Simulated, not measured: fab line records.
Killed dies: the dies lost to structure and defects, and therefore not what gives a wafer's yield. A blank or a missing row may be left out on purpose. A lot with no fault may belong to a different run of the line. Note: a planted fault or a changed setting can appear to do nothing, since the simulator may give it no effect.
fab line records	flow n5-finfet
[record] lots = 7	wafers = 21
route steps=1938 shown BEOL_M0_SAQP@686 BEOL_M0_CUTY@705 BEOL_M1@780 BEOL_M2@879 BEOL_M3@933
start-h: start of the lot's first displayed wafer, in hours after the record's first day	wait-h: how many hours have passed since the lot's step before this one	" as in the row above	L1.1+2: a row that stands for several wafers	- no value, or no start was given	* or withheld: withheld	< > ~ a bound
route shown NAME@n: a module of which the file shows steps, and the number in the route of the first	usual: the fault-free wafers' mean and standard deviation	same: alike in all rows	chamber/n: place in a boat	sites: the reading at each site	_std_site: their standard deviation	_edge_site: the outer-site mean with the inner-site mean subtracted	radius-mm: how far each site lies from the wafer's centre	mask NAME#n: copy n	behind: the most recent tool/chamber to have shaped the wafer	hold: the reason the lot was held/the length of the hold in hours/how it ended	device: which transistor (n, p or np) failed to switch	end of line: the route-end tests of the same wafers	for a step that has no rows: nothing shown but its recipe	killed: dies that structure and defects cost at the first sort, which is not the same as the wafer's yield	map: the dies of a wafer, with x for killed, . for not killed, _ for no die there
set.NAME: the setting the step ran with; set.NAME@STEP: the setting that earlier step ran with	model.NAME: the simulator's own value behind a step, which no gauge read
lots run with intentionally changed settings; tables by step, rows by wafer
[[steps]]
[step N5_BEOL_M0_SAQP_EXPOSE_37]
[recipe] mask-id = M0_CUT1	na = 0.33	source-shape = annular	sigma-inner = 0.35	sigma-outer = 0.8	polarization = unpolarized	target-cd-nm = 30	dose-mj = 44.75
lot.wafer	tool	chamber	start-h	wait-h	mask	set.dose-mj
L075.1	euv-scanner-02	0	119.10	-	M0_CUT1#0	41.92
L075.3+6	"	0	"	"	M0_CUT1#0	44.75
L077.1	euv-scanner-01	0	133.34	-	M0_CUT1#0	44.75
L077.2+5	"	0	"	"	M0_CUT1#0	42.79
L078.2	euv-scanner-02	0	137.21	-	M0_CUT1#0	44.75
L078.3+4	"	0	"	"	M0_CUT1#0	45.96
L081.2	euv-scanner-01	0	154.02	-	M0_CUT1#0	47.77
L081.3+5	"	0	"	"	M0_CUT1#0	44.75
L090.4+6	euv-scanner-02	0	207.52	-	M0_CUT1#0	44.75
L090.5	"	0	"	"	M0_CUT1#0	47.2
L091.2+5+6	euv-scanner-01	0	215.30	-	M0_CUT1#0	44.75
L092.2+6	euv-scanner-01	0	220.21	-	M0_CUT1#0	44.75
L092.3	"	0	"	"	M0_CUT1#0	47.53
[step N5_BEOL_M0_SAQP_PEB_38]
[recipe] peb-temp-c = 100	peb-time-s = 60	resist = CAR-EUV
[step N5_BEOL_M0_SAQP_DEVELOP_39]
[recipe] develop-time-s = 30	developer = TMAH	resist = CAR-EUV	rinse-liquid = surfactant-rinse	dry = air-spin	dev-temp-c = 23
[step N5_BEOL_M0_SAQP_CD_MEAS_40]
[recipe] target-cd-nm = 30	landing-energy-ev = 500	detector = se-inlens
[usual] cd-nm = 29.94/0.24
lot.wafer	tool	chamber	start-h	wait-h	set.dose-mj@BEOL_M0_SAQP_EXPOSE_37	cd-nm
L075.1	cd-sem-01	0	119.23	-	41.92	28.45
L075.3	"	0	"	"	44.75	29.88
L075.6	"	0	"	"	44.75	29.84
L077.1	cd-sem-01	0	133.47	-	44.75	30.01
L077.2	"	0	"	"	42.79	28.97
L077.5	"	0	"	"	42.79	29.05
L078.2	cd-sem-01	0	137.34	-	44.75	30.13
L078.3	"	0	"	"	45.96	30.63
L078.4	"	0	"	"	45.96	30.45
L081.2	cd-sem-02	0	154.15	-	47.77	30.95
L081.3	"	0	"	"	44.75	29.81
L081.5	"	0	"	"	44.75	29.84
L090.4	cd-sem-03	0	207.64	-	44.75	30.28
L090.5	"	0	"	"	47.2	31.05
L090.6	"	0	"	"	44.75	29.83
L091.2	cd-sem-03	0	215.43	-	44.75	29.74
L091.5	"	0	"	"	44.75	30.00
L091.6	"	0	"	"	44.75	30.34
L092.2	cd-sem-01	0	220.34	-	44.75	30.16
L092.3	"	0	"	"	47.53	31.12
L092.6	"	0	"	"	44.75	29.95
[step N5_BEOL_M0_SAQP_DESCUM_45]
[recipe] chemistry = O2	time-s = 7	source-power-w = 50	bias-power-w = 20	pressure-mtorr = 20	rf-frequency-hz = 2.712e+07	temp-c = 40	resist = CAR-EUV	o2-flow-sccm = 225
lot.wafer	tool	chamber	start-h	wait-h	set.dose-mj@BEOL_M0_SAQP_EXPOSE_37	model.BEOL_M0_SAQP.cd-nm
L075.1	rie-diel-01	1	119.35	0.0	41.92	28.6
L075.3	"	0	"	"	44.75	29.6
L075.6	"	1	"	"	44.75	29.8
L077.1	rie-diel-06	3	133.70	0.1	44.75	29.8
L077.2+5	"	2	"	"	42.79	29
L078.2	rie-diel-01	0	137.46	0.0	44.75	29.8
L078.3+4	"	2,1	"	"	45.96	30.6
L081.2	rie-diel-01	3	154.64	0.4	47.77	31.2
L081.3+5	"	1,0	"	"	44.75	29.8
L090.4+6	rie-diel-06	2,3	207.89	0.2	44.75	29.8
L090.5	"	0	"	"	47.2	31
L091.2	rie-diel-06	3	215.74	0.2	44.75	29.8
L091.5	"	3	"	"	44.75	30
L091.6	"	2	"	"	44.75	30.2
L092.2+6	rie-diel-06	2,3	220.89	0.5	44.75	30
L092.3	"	3	"	"	47.53	31.2
[step N5_BEOL_M0_SAQP_ETCH_88]
[recipe] chemistry = N2/H2	target = underlayer	target-depth-a = 65	time-s = 5.2	ion-energy-ev = 200	mask-material = CAR-EUV	pressure-mtorr = 30	source-w = 840	bias-w = 150	n2-flow-sccm = 200	h2-flow-sccm = 200	ends = cleared
lot.wafer	tool	chamber	start-h	wait-h	set.dose-mj@BEOL_M0_SAQP_EXPOSE_37	model.BEOL_M0_SAQP.cd-nm
L075.1	rie-diel-01	1	119.39	0.0	41.92	28.6
L075.3	"	0	"	"	44.75	29.6
L075.6	"	1	"	"	44.75	29.8
L077.1	rie-diel-06	3	133.75	0.0	44.75	29.8
L077.2	"	2	"	"	42.79	29
L077.5	"	2	"	"	42.79	29.2
L078.2	rie-diel-01	0	137.49	0.0	44.75	29.8
L078.3+4	"	2,1	"	"	45.96	30.6
L081.2	rie-diel-01	3	154.67	0.0	47.77	31.2
L081.3+5	"	1,0	"	"	44.75	29.8
L090.4	rie-diel-06	2	207.93	0.0	44.75	30
L090.5	"	0	"	"	47.2	31
L090.6	"	3	"	"	44.75	29.8
L091.2	rie-diel-06	3	215.77	0.0	44.75	29.8
L091.5	"	3	"	"	44.75	30
L091.6	"	2	"	"	44.75	30.2
L092.2	rie-diel-06	2	220.92	0.0	44.75	30
L092.3	"	3	"	"	47.53	31
L092.6	"	3	"	"	44.75	29.8
[step N5_BEOL_M0_SAQP_ETCH_73]
[recipe] chemistry = CF4	target = SiARC	target-depth-a = 195	mask-material = CAR-EUV	time-s = 32.5	ion-energy-ev = 80	pressure-mtorr = 40	source-w = 545	bias-w = 36	Ar_flow_sccm = 100	cf4-flow-sccm = 100	ends = cleared
[step N5_BEOL_M0_SAQP_CUT_ETCH_46]
[recipe] chemistry = N2/H2	target = SOC	target-depth-a = 1350	overetch-a = 270	temp-c = 40	time-s = 202.5	ion-energy-ev = 200	mask-material = SiARC	pressure-mtorr = 30	source-w = 840	bias-w = 150	n2-flow-sccm = 200	h2-flow-sccm = 200
lot.wafer	tool	chamber	start-h	wait-h	set.dose-mj@BEOL_M0_SAQP_EXPOSE_37	model.BEOL_M0_SAQP.cd-nm
L075.1	rie-diel-01	1	119.44	0.0	41.92	28.6
L075.3	"	0	"	"	44.75	29.4
L075.6	"	1	"	"	44.75	29.6
L077.1	rie-diel-06	3	133.82	0.0	44.75	30.2
L077.2+5	"	2	"	"	42.79	29.2
L078.2	rie-diel-01	0	137.54	0.0	44.75	29.8
L078.3	"	2	"	"	45.96	30.8
L078.4	"	1	"	"	45.96	30.2
L081.2	rie-diel-01	3	154.72	0.0	47.77	31.2
L081.3	"	1	"	"	44.75	29.6
L081.5	"	0	"	"	44.75	29.4
L090.4	rie-diel-06	2	207.98	0.0	44.75	30
L090.5	"	0	"	"	47.2	31.4
L090.6	"	3	"	"	44.75	30.2
L091.2	rie-diel-06	3	215.82	0.0	44.75	30.2
L091.5+6	"	3,2	"	"	44.75	30.4
L092.2	rie-diel-06	2	220.97	0.0	44.75	29.8
L092.3	"	3	"	"	47.53	31.4
L092.6	"	3	"	"	44.75	29.6
[step N5_BEOL_M0_SAQP_STRIP_74]
[recipe] chemistry = N2/H2	temp-c = 40	n2-flow-sccm = 200	h2-flow-sccm = 200	rf-frequency-hz = 6e+07
[step N5_BEOL_M0_SAQP_STRIP_89]
[recipe] chemistry = N2/H2	temp-c = 40	n2-flow-sccm = 200	h2-flow-sccm = 200	rf-frequency-hz = 6e+07
[step N5_BEOL_M0_SAQP_ALD_48]
[recipe] material = SiO2	target-thk-a = 200	temp-c = 100	ald-precursor-family = BDEAS	ald-co-reactant = O2-plasma	pulse-time-s = 1	co-reactant-pulse-time-s = 1	purge-time-s = 2	co-reactant-purge-time-s = 2	ald-cycles = 139	pressure-torr = 2
[step N5_BEOL_M0_SAQP_ETCH_49]
[recipe] chemistry = CF4/O2	target-depth-a = 370	target = SiO2	pressure-mtorr = 40	source-w = 535	bias-w = 49	Ar_flow_sccm = 100	cf4-flow-sccm = 100	O2_flow_sccm = 10	ion-energy-ev = 100
lot.wafer	tool	chamber	start-h	wait-h	set.dose-mj@BEOL_M0_SAQP_EXPOSE_37	model.BEOL_M0_SAQP.cd-nm
L075.1	rie-diel-06	3	120.17	0.3	41.92	28.6
L075.3	"	2	"	"	44.75	29.4
L075.6	"	3	"	"	44.75	29.6
L077.1	rie-diel-06	2	134.87	0.4	44.75	30
L077.2	"	3	"	"	42.79	29.4
L077.5	"	3	"	"	42.79	29.2
L078.2	rie-diel-06	3	139.50	0.3	44.75	29.8
L078.3	"	2	"	"	45.96	30.8
L078.4	"	3	"	"	45.96	30.2
L081.2	rie-diel-01	3	157.03	0.3	47.77	31.2
L081.3	"	2	"	"	44.75	29.6
L081.5	"	3	"	"	44.75	29.4
L090.4	rie-diel-01	0	208.70	0.3	44.75	30
L090.5	"	0	"	"	47.2	31.4
L090.6	"	1	"	"	44.75	30.2
L091.2	rie-diel-06	2	216.55	0.3	44.75	30.2
L091.5+6	"	3,0	"	"	44.75	30.4
L092.2	rie-diel-06	3	221.97	0.4	44.75	29.8
L092.3	"	2	"	"	47.53	31.2
L092.6	"	3	"	"	44.75	29.6
[step N5_BEOL_M0_CUTY_EXPOSE_54]
[recipe] mask-id = M0_ABLK	na = 1.35	source-shape = conventional	sigma-outer = 0.8	polarization = unpolarized	dose-mj = 36
lot.wafer	tool	chamber	start-h	wait-h	mask	set.dose-mj
L075.1+3+6	arfi-scanner-03	0	120.54	-	M0_ABLK#0	36
L077.1+2	arfi-scanner-01	0	135.18	-	M0_ABLK#0	36
L077.5	"	0	"	"	M0_ABLK#0	34.63
L078.2+3	arfi-scanner-01	0	139.81	-	M0_ABLK#0	38.59
L078.4	"	0	"	"	M0_ABLK#0	36
L081.2+3+5	arfi-scanner-03	0	157.28	-	M0_ABLK#0	36
L090.4+5+6	arfi-scanner-03	0	209.09	-	M0_ABLK#0	38.21
L091.2+5+6	arfi-scanner-02	0	216.92	-	M0_ABLK#0	36
L092.2+3	arfi-scanner-02	0	222.22	-	M0_ABLK#0	36
L092.6	"	0	"	"	M0_ABLK#0	34.06
[step N5_BEOL_M0_CUTY_PEB_55]
[recipe] peb-temp-c = 110	peb-time-s = 60	resist = CAR-ArF-block
[step N5_BEOL_M0_CUTY_DEVELOP_56]
[recipe] develop-time-s = 30	developer = TMAH	resist = CAR-ArF-block	rinse-liquid = diw	dry = air-spin	dev-temp-c = 23
[step N5_BEOL_M0_CUTY_CD_MEAS_57]
[recipe] target-cd-nm = 200	landing-energy-ev = 500	detector = se-inlens	polarity = line
[usual] cd-nm = 199.6/1.2
lot.wafer	tool	chamber	start-h	wait-h	set.dose-mj@BEOL_M0_CUTY_EXPOSE_54	cd-nm
L075.1	cd-sem-02	0	120.66	-	36	200.5
L075.3	"	0	"	"	36	200.0
L075.6	"	0	"	"	36	200.0
L077.1	cd-sem-02	0	135.30	-	36	197.7
L077.2	"	0	"	"	36	198.2
L077.5	"	0	"	"	34.63	200.8
L078.2	cd-sem-02	0	139.93	-	38.59	193.5
L078.3	"	0	"	"	38.59	193.0
L078.4	"	0	"	"	36	196.2
L081.2	cd-sem-03	0	157.40	-	36	199.8
L081.3	"	0	"	"	36	200.9
L081.5	"	0	"	"	36	199.1
L090.4	cd-sem-02	0	209.20	-	38.21	194.7
L090.5	"	0	"	"	38.21	193.9
L090.6	"	0	"	"	38.21	194.3
L091.2	cd-sem-02	0	217.04	-	36	199.4
L091.5	"	0	"	"	36	200.4
L091.6	"	0	"	"	36	199.9
L092.2	cd-sem-02	0	222.34	-	36	201.2
L092.3	"	0	"	"	36	202.0
L092.6	"	0	"	"	34.06	204.8
[step N5_BEOL_M1_COAT_22]
[recipe] resist = CAR-EUV	spin-rpm = 1500	resist-thk-nm = 30
lot.wafer	tool	chamber	start-h	wait-h	set.spin-rpm	model.CAR-EUV_of_BEOL_M1_COAT_22.thk-nm
L075.1+3	litho-track-02	0	-	-	1500	30
L075.6	"	0	"	"	1500	30.2
L077.1+2+5	litho-track-02	0	-	-	1500	30.2
L078.2+3+4	litho-track-02	0	-	-	1632	28.8
L081.2+3+5	litho-track-03	0	-	-	1500	30
L090.4+5	litho-track-03	0	-	-	1643	28.6
L090.6	"	0	"	"	1500	30
L091.2+5+6	litho-track-03	0	-	-	1500	30
L092.2	litho-track-02	0	-	-	1399	31
L092.3	"	0	"	"	1500	29.8
L092.6	"	0	"	"	1500	30
[step N5_BEOL_M1_EBR_24]
[recipe] solvent = PGMEA	ebr-width-mm = 1.5
[step N5_BEOL_M1_SOFTBAKE_23]
[recipe] temp-c = 110	time-s = 60	resist = CAR-EUV
[step N5_BEOL_M1_DESCUM_33]
[recipe] chemistry = O2	time-s = 7	source-power-w = 50	bias-power-w = 20	pressure-mtorr = 20	rf-frequency-hz = 2.712e+07	temp-c = 40	resist = CAR-EUV	o2-flow-sccm = 225
lot.wafer	tool	chamber	start-h	wait-h	set.spin-rpm@BEOL_M1_COAT_22	model.CAR-EUV_of_BEOL_M1_COAT_22.thk-nm
L075.1+3+6	rie-diel-06	2,3,2	129.77	0.0	1500	26.2
L077.1+2+5	rie-diel-01	3,1,1	142.84	0.0	1500	26.2
L078.2+4	rie-diel-02	0	148.72	0.0	1632	24.8
L078.3	"	3	"	"	1632	25
L081.2+5	rie-diel-06	1,2	168.74	0.0	1500	26.2
L081.3	"	0	"	"	1500	26
L090.4	rie-diel-06	0	220.80	0.4	1643	24.6
L090.5	"	2	"	"	1643	24.8
L090.6	"	3	"	"	1500	26
L091.2+5	rie-diel-06	1,0	224.69	0.9	1500	26
L091.6	"	1	"	"	1500	26.2
L092.2	rie-diel-02	1	231.64	0.6	1399	27
L092.3	"	3	"	"	1500	26
L092.6	"	3	"	"	1500	26.2
[step N5_BEOL_M2_DESCUM_33]
[recipe] chemistry = O2	time-s = 7	source-power-w = 50	bias-power-w = 20	pressure-mtorr = 20	rf-frequency-hz = 2.712e+07	temp-c = 40	resist = CAR-EUV	o2-flow-sccm = 225
lot.wafer	tool	chamber	start-h	wait-h	set.time-s	model.CAR-EUV_of_BEOL_M2_COAT_22.thk-nm
L075.1+3	rie-diel-04	2,3	137.15	0.0	7	26.2
L075.6	"	0	"	"	6.087	26.6
L077.1+2+5	rie-diel-04	1,0,0	149.91	0.0	7	26.2
L078.2	rie-diel-05	0	158.04	0.1	8.279	25.4
L078.3+4	"	1,2	"	"	7	26.2
L081.2+3	rie-diel-05	2,0	177.10	0.0	5.717	26.8
L081.5	"	0	"	"	7	26.2
L090.4+5+6	rie-diel-03	3,1,2	233.23	0.0	5.717	26.8
L091.2+6	rie-diel-03	1	237.03	0.0	7	26.2
L091.5	"	3	"	"	7	26.4
L092.2	rie-diel-03	3	253.49	0.0	6.074	26.6
L092.3+6	"	1,0	"	"	6.074	26.4
[step N5_BEOL_M2_ETCH_77]
[recipe] chemistry = N2/H2	target = underlayer	target-depth-a = 65	mask-material = CAR-EUV	time-s = 5.2	ion-energy-ev = 200	pressure-mtorr = 30	source-w = 840	bias-w = 150	n2-flow-sccm = 200	h2-flow-sccm = 200	ends = cleared
lot.wafer	tool	chamber	start-h	wait-h	set.time-s@BEOL_M2_DESCUM_33	model.CAR-EUV_of_BEOL_M2_COAT_22.thk-nm
L075.1	rie-diel-04	2	137.19	0.0	7	20.6
L075.3	"	3	"	"	7	20.4
L075.6	"	0	"	"	6.087	21
L077.1+2+5	rie-diel-04	1,0,0	149.95	0.0	7	20.4
L078.2	rie-diel-05	0	158.08	0.0	8.279	19.8
L078.3+4	"	1,2	"	"	7	20.4
L081.2+3	rie-diel-05	2,0	177.14	0.0	5.717	21
L081.5	"	0	"	"	7	20.4
L090.4+5	rie-diel-03	3,1	233.25	0.0	5.717	21
L090.6	"	2	"	"	5.717	21.2
L091.2+5	rie-diel-03	1,3	237.07	0.0	7	20.6
L091.6	"	1	"	"	7	20.4
L092.2+3+6	rie-diel-03	3,1,0	253.52	0.0	6.074	20.8
[step N5_BEOL_M2_ETCH_69]
[recipe] chemistry = CF4	target = SiARC	target-depth-a = 156	mask-material = CAR-EUV	time-s = 26	ion-energy-ev = 80	pressure-mtorr = 40	source-w = 545	bias-w = 36	Ar_flow_sccm = 100	cf4-flow-sccm = 100	ends = cleared
lot.wafer	tool	chamber	start-h	wait-h	set.time-s@BEOL_M2_DESCUM_33	model.CAR-EUV_of_BEOL_M2_COAT_22.thk-nm
L075.1+3	rie-diel-04	2,3	137.20	0.0	7	11.2
L075.6	"	0	"	"	6.087	11.8
L077.1+2+5	rie-diel-04	1,0,0	149.96	0.0	7	11.2
L078.2	rie-diel-05	0	158.09	0.0	8.279	10.6
L078.3+4	"	1,2	"	"	7	11.2
L081.2+3	rie-diel-05	2,0	177.15	0.0	5.717	11.8
L081.5	"	0	"	"	7	11.2
L090.4+5+6	rie-diel-03	3,1,2	233.29	0.0	5.717	11.8
L091.2+6	rie-diel-03	1	237.08	0.0	7	11.2
L091.5	"	3	"	"	7	11.4
L092.2+3+6	rie-diel-03	3,1,0	253.54	0.0	6.074	11.6
[step N5_BEOL_M3_PECVD_72]
[recipe] material = SiO2	target-thk-a = 160	temp-c = 400	precursor = TEOS/O2	pressure-torr = 5.5	rf-w = 450	teos-flow-sccm = 53.8	gas = O2	flow-sccm = 3000	time-s = 18
lot.wafer	tool	chamber	start-h	wait-h	set.time-s	model.SiO2_of_BEOL_M3_PECVD_72.thk-nm
L075.1+3	pecvd-02	1,2	147.40	0.0	18	15.6
L075.6	"	2	"	"	18	15.8
L077.1	pecvd-03	2	155.87	0.0	19.4	17
L077.2	"	1	"	"	18	15.6
L077.5	"	2	"	"	18	15.8
L078.2	pecvd-02	1	171.57	0.0	15.98	14.2
L078.3	"	0	"	"	18	16.2
L078.4	"	1	"	"	15.98	14.6
L081.2	pecvd-03	1	182.81	0.0	18	16
L081.3+5	"	2,1	"	"	16.41	14.8
L090.4+6	pecvd-03	1,0	245.70	0.1	18	16
L090.5	"	2	"	"	18	16.2
L091.2	pecvd-04	2	252.42	0.0	18	15.4
L091.5	"	0	"	"	18	16
L091.6	"	1	"	"	18	15.6
L092.2+3	pecvd-02	0,2	258.56	0.0	17.25	15.2
L092.6	"	0	"	"	18	16
[step N5_BEOL_M3_COAT_05]
[recipe] resist = CAR-EUV	spin-rpm = 1500	resist-thk-nm = 30
lot.wafer	tool	chamber	start-h	wait-h	set.spin-rpm	model.CAR-EUV_of_BEOL_M3_COAT_05.thk-nm
L075.1	litho-track-02	0	-	-	1500	30
L075.3+6	"	0	"	"	1432	30.6
L077.1	litho-track-04	0	-	-	1395	31.2
L077.2+5	"	0	"	"	1500	30
L078.2+3	litho-track-04	0	-	-	1500	30
L078.4	"	0	"	"	1362	31.4
L081.2+3+5	litho-track-04	0	-	-	1500	30
L090.4+6	litho-track-03	0	-	-	1588	29.2
L090.5	"	0	"	"	1500	30
L091.2+5+6	litho-track-03	0	-	-	1500	30
L092.2	litho-track-04	0	-	-	1400	31
L092.3+6	"	0	"	"	1500	30
[step N5_BEOL_M3_EBR_07]
[recipe] solvent = PGMEA	ebr-width-mm = 1.5
[step N5_BEOL_M3_SOFTBAKE_06]
[recipe] temp-c = 110	time-s = 60	resist = CAR-EUV
[step N5_BEOL_M3_DESCUM_16]
[recipe] chemistry = O2	time-s = 7	source-power-w = 50	bias-power-w = 20	pressure-mtorr = 20	rf-frequency-hz = 2.712e+07	temp-c = 40	resist = CAR-EUV	o2-flow-sccm = 225
lot.wafer	tool	chamber	start-h	wait-h	set.spin-rpm@BEOL_M3_COAT_05	model.CAR-EUV_of_BEOL_M3_COAT_05.thk-nm
L075.1	rie-diel-02	2	149.27	0.4	1500	26.2
L075.3+6	"	3	"	"	1432	26.8
L077.1	rie-diel-06	3	156.89	0.1	1395	27.2
L077.2	"	0	"	"	1500	26
L077.5	"	1	"	"	1500	26.2
L078.2+3	rie-diel-06	3,0	172.90	0.0	1500	26
L078.4	"	1	"	"	1362	27.4
L081.2+3+5	rie-diel-02	2,1,3	184.40	0.0	1500	26
L090.4+6	rie-diel-01	2	246.54	0.0	1588	25.2
L090.5	"	3	"	"	1500	26.2
L091.2+6	rie-diel-06	2	253.97	0.3	1500	26
L091.5	"	1	"	"	1500	26.2
L092.2	rie-diel-06	1	260.51	0.0	1400	27.2
L092.3	"	2	"	"	1500	26.2
L092.6	"	1	"	"	1500	26
[step N5_BEOL_M3_ETCH_74]
[recipe] chemistry = N2/H2	target = underlayer	target-depth-a = 65	mask-material = CAR-EUV	time-s = 5.2	ion-energy-ev = 200	pressure-mtorr = 30	source-w = 840	bias-w = 150	n2-flow-sccm = 200	h2-flow-sccm = 200	ends = cleared
[step N5_BEOL_M3_ETCH_63]
[recipe] chemistry = CF4	target = SiARC	target-depth-a = 156	mask-material = CAR-EUV	time-s = 26	ion-energy-ev = 80	pressure-mtorr = 40	source-w = 545	bias-w = 36	Ar_flow_sccm = 100	cf4-flow-sccm = 100	ends = cleared
[step N5_BEOL_M3_STRIP_97]
[recipe] chemistry = N2/H2	time-s = 10	power-w = 450	temp-c = 40	pressure-mtorr = 20	rf-frequency-hz = 6e+07	bias-power-w = 7	n2-flow-sccm = 200	h2-flow-sccm = 200
[step N5_BEOL_M3_HM_STRIP_39]
[recipe] chemistry = peroxide-tin-strip	material = TiN	target-depth-a = 250	temp-c = 50	time-s = 158
lot.wafer	tool	chamber	start-h	wait-h	set.time-s@BEOL_M3_PECVD_72	model.SiO2_of_BEOL_M3_PECVD_72.thk-nm
L075.1	wet-bench-03	2	151.36	0.1	18	15.6
L075.3	"	7	"	"	18	15.4
L075.6	"	1	"	"	18	15.8
L077.1	wet-bench-04	1	163.85	0.0	19.4	16.8
L077.2	"	2	"	"	18	15.4
L077.5	"	0	"	"	18	15.6
L078.2	wet-bench-03	1	178.36	0.0	15.98	14
L078.3	"	5	"	"	18	16
L078.4	"	3	"	"	15.98	14.4
L081.2	wet-bench-03	0	191.93	0.0	18	15.8
L081.3	"	7	"	"	16.41	14.8
L081.5	"	5	"	"	16.41	14.6
L090.4+6	wet-bench-06	1,2	248.74	0.0	18	15.8
L090.5	"	4	"	"	18	16
L091.2	wet-bench-04	1	256.97	0.0	18	15.2
L091.5	"	6	"	"	18	15.8
L091.6	"	4	"	"	18	15.6
L092.2	wet-bench-06	4	263.56	0.0	17.25	15
L092.3	"	3	"	"	17.25	15.2
L092.6	"	1	"	"	18	16
[[key]]
[split] step = N5_BEOL_M0_SAQP_EXPOSE_37	setting = dose-mj	stated = 44.75	by = wafer
[response] step = N5_BEOL_M0_SAQP_CD_MEAS_40	reading = cd-nm	change = +0.188	per = 1%	r = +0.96
[response] step = N5_BEOL_M0_SAQP_DESCUM_45	reading = model.BEOL_M0_SAQP.cd-nm	change = +0.2	per = 1%	r = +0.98
[response] step = N5_BEOL_M0_SAQP_ETCH_88	reading = model.BEOL_M0_SAQP.cd-nm	change = +0.191	per = 1%	r = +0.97
[response] step = N5_BEOL_M0_SAQP_CUT_ETCH_46	reading = model.BEOL_M0_SAQP.cd-nm	change = +0.228	per = 1%	r = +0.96
[response] step = N5_BEOL_M0_SAQP_ETCH_49	reading = model.BEOL_M0_SAQP.cd-nm	change = +0.214	per = 1%	r = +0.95
[split] step = N5_BEOL_M0_CUTY_EXPOSE_54	setting = dose-mj	stated = 36	by = wafer
[response] step = N5_BEOL_M0_CUTY_CD_MEAS_57	reading = cd-nm	change = -0.52	per = 1%	r = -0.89
[split] step = N5_BEOL_M1_COAT_22	setting = spin-rpm	stated = 1500	by = wafer
[response] step = N5_BEOL_M1_COAT_22	reading = model.CAR-EUV_of_BEOL_M1_COAT_22.thk-nm	change = -0.152	per = 1%	r = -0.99
[response] step = N5_BEOL_M1_DESCUM_33	reading = model.CAR-EUV_of_BEOL_M1_COAT_22.thk-nm	change = -0.135	per = 1%	r = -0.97
[split] step = N5_BEOL_M2_DESCUM_33	setting = time-s	stated = 7	by = wafer
[response] step = N5_BEOL_M2_DESCUM_33	reading = model.CAR-EUV_of_BEOL_M2_COAT_22.thk-nm	change = -0.0367	per = 1%	r = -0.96
[response] step = N5_BEOL_M2_ETCH_77	reading = model.CAR-EUV_of_BEOL_M2_COAT_22.thk-nm	change = -0.0339	per = 1%	r = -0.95
[response] step = N5_BEOL_M2_ETCH_69	reading = model.CAR-EUV_of_BEOL_M2_COAT_22.thk-nm	change = -0.0355	per = 1%	r = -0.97
[split] step = N5_BEOL_M3_PECVD_72	setting = time-s	stated = 18	by = wafer
[response] step = N5_BEOL_M3_PECVD_72	reading = model.SiO2_of_BEOL_M3_PECVD_72.thk-nm	change = +0.157	per = 1%	r = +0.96
[response] step = N5_BEOL_M3_HM_STRIP_39	reading = model.SiO2_of_BEOL_M3_PECVD_72.thk-nm	change = +0.155	per = 1%	r = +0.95
[split] step = N5_BEOL_M3_COAT_05	setting = spin-rpm	stated = 1500	by = wafer
[response] step = N5_BEOL_M3_COAT_05	reading = model.CAR-EUV_of_BEOL_M3_COAT_05.thk-nm	change = -0.152	per = 1%	r = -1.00
[response] step = N5_BEOL_M3_DESCUM_16	reading = model.CAR-EUV_of_BEOL_M3_COAT_05.thk-nm	change = -0.157	per = 1%	r = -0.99
